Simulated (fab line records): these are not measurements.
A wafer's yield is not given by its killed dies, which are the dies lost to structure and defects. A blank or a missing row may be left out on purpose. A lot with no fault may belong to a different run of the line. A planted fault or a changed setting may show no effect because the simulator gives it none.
Split-lot experiment | flow n5Finfet | 7 lots, 39 wafers read, on a route of 1938 steps

THE SPLIT
At N5_SD_EPI_N_ETCH_35 (etches SOC in N2/H2, overetch 108 nm, time 486 s), the setting timeS was moved away from the recipe's 486 s on 9 of the 39 wafers read, by -20.7% to +15.6%. This setting was run at the recipe's value on the other wafers.

The reading is taken at the split's own step.

THE READING
SiARC_of_SD_EPI_N_COAT_33.thkNm (the simulator's own value, which no gauge read), in nm, at N5_SD_EPI_N_ETCH_35 (etches SOC in N2/H2, overetch 108 nm, time 486 s). There is no usual value for it anywhere in the file. Here, 30 wafers ran the recipe; their average is 19.7 nm with a standard deviation of 0.35 nm.

wafer  | tool, chamber at the split | timeS as run, s | against the recipe | SiARC_of_SD_EPI_N_COAT_33.thkNm, nm | against lot-mates on the recipe
L076.4 | rieDiel-06, 3              | 486             | recipe             | 19.2                                | -
L076.5 | rieDiel-06, 0              | 486             | recipe             | 19.4                                | -
L076.6 | rieDiel-06, 3              | 486             | recipe             | 19                                  | -
L078.1 | rieDiel-03, 0              | 486             | recipe             | 20                                  | -
L078.2 | rieDiel-03, 2,0,2          | 486             | recipe             | 19.8                                | -
L078.4 | rieDiel-03, 2,0,2          | 486             | recipe             | 19.8                                | -
L078.5 | rieDiel-03, 2,0,2          | 486             | recipe             | 19.8                                | -
L078.3 | rieDiel-03, 3              | 486             | recipe             | 20.4                                | -
L078.6 | rieDiel-03, 3              | 486             | recipe             | 20.4                                | -
L080.1 | rieDiel-06, 0,2,2          | 486             | recipe             | 19.6                                | -
L080.3 | rieDiel-06, 0,2,2          | 486             | recipe             | 19.6                                | -
L080.6 | rieDiel-06, 0,2,2          | 486             | recipe             | 19.6                                | -
L080.2 | rieDiel-06, 1              | 486             | recipe             | 19.4                                | -
L080.4 | rieDiel-06, 3              | 486             | recipe             | 19                                  | -
L080.5 | rieDiel-06, 3              | 486             | recipe             | 19.2                                | -
L084.1 | rieDiel-06, 1              | 385.5           | -20.7%             | 22.8                                | +3.0
L084.2 | rieDiel-06, 0,2            | 486             | recipe             | 20                                  | -
L084.6 | rieDiel-06, 0,2            | 486             | recipe             | 20                                  | -
L084.3 | rieDiel-06, 2              | 385.5           | -20.7%             | 23                                  | +3.2
L084.4 | rieDiel-06, 3              | 486             | recipe             | 19.4                                | -
L084.5 | rieDiel-06, 3              | 385.5           | -20.7%             | 22.6                                | +2.8
L089.1 | rieDiel-01, 2,0,2          | 534.3           | +9.9%              | 18.4                                | -1.2
L089.3 | rieDiel-01, 2,0,2          | 534.3           | +9.9%              | 18.4                                | -1.2
L089.6 | rieDiel-01, 2,0,2          | 534.3           | +9.9%              | 18.4                                | -1.2
L089.2 | rieDiel-01, 1              | 486             | recipe             | 19.4                                | -
L089.4 | rieDiel-01, 1              | 486             | recipe             | 19.6                                | -
L089.5 | rieDiel-01, 0              | 486             | recipe             | 19.8                                | -
L093.1 | rieDiel-01, 3,0,1          | 486             | recipe             | 19.6                                | -
L093.4 | rieDiel-01, 3,0,1          | 486             | recipe             | 19.6                                | -
L093.6 | rieDiel-01, 3,0,1          | 486             | recipe             | 19.6                                | -
L093.2 | rieDiel-01, 1              | 486             | recipe             | 19.4                                | -
L093.3 | rieDiel-01, 2              | 486             | recipe             | 19.8                                | -
L093.5 | rieDiel-01, 2              | 486             | recipe             | 19.8                                | -
L097.1 | rieDiel-03, 2              | 561.8           | +15.6%             | 17.6                                | -2.5
L097.2 | rieDiel-03, 1              | 561.8           | +15.6%             | 17.8                                | -2.3
L097.3 | rieDiel-03, 3              | 561.8           | +15.6%             | 18                                  | -2.1
L097.4 | rieDiel-03, 0              | 486             | recipe             | 20                                  | -
L097.5 | rieDiel-03, 0              | 486             | recipe             | 20                                  | -
L097.6 | rieDiel-03, 3              | 486             | recipe             | 20.2                                | -
Where a row lists several chambers, the file gives one row for several wafers and doesn't say which wafer went through which chamber.

THE FIT
A straight line over all 39 wafers: SiARC_of_SD_EPI_N_COAT_33.thkNm changes by -0.139 nm for each +1% of timeS; r = -0.96; the points scatter about the line by 0.34 nm.
The same after taking each lot's own level away (the mean of its wafers on the recipe; 39 wafers): -0.142 nm for each +1%; r = -0.98; scatter 0.21 nm.
That fit puts the effect of the largest move of timeS on the reading at 2.9 nm.
Measured against the standard deviation above, the lots' own levels, which go from 19.20 to 20.07 nm, span 2.5 times it.
The two slopes agree, so the slope changes little with the lot-to-lot level.
Check: +2.94 nm against its lot-mates is what the line predicts for one of the wafers moved furthest among these (-20.7%) when that wafer is left out of the fit. It came out at +3 nm against them.

FILE'S OWN FIT
SiARC_of_SD_EPI_N_COAT_33.thkNm changes by -0.142 nm for each +1% of timeS, r = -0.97.
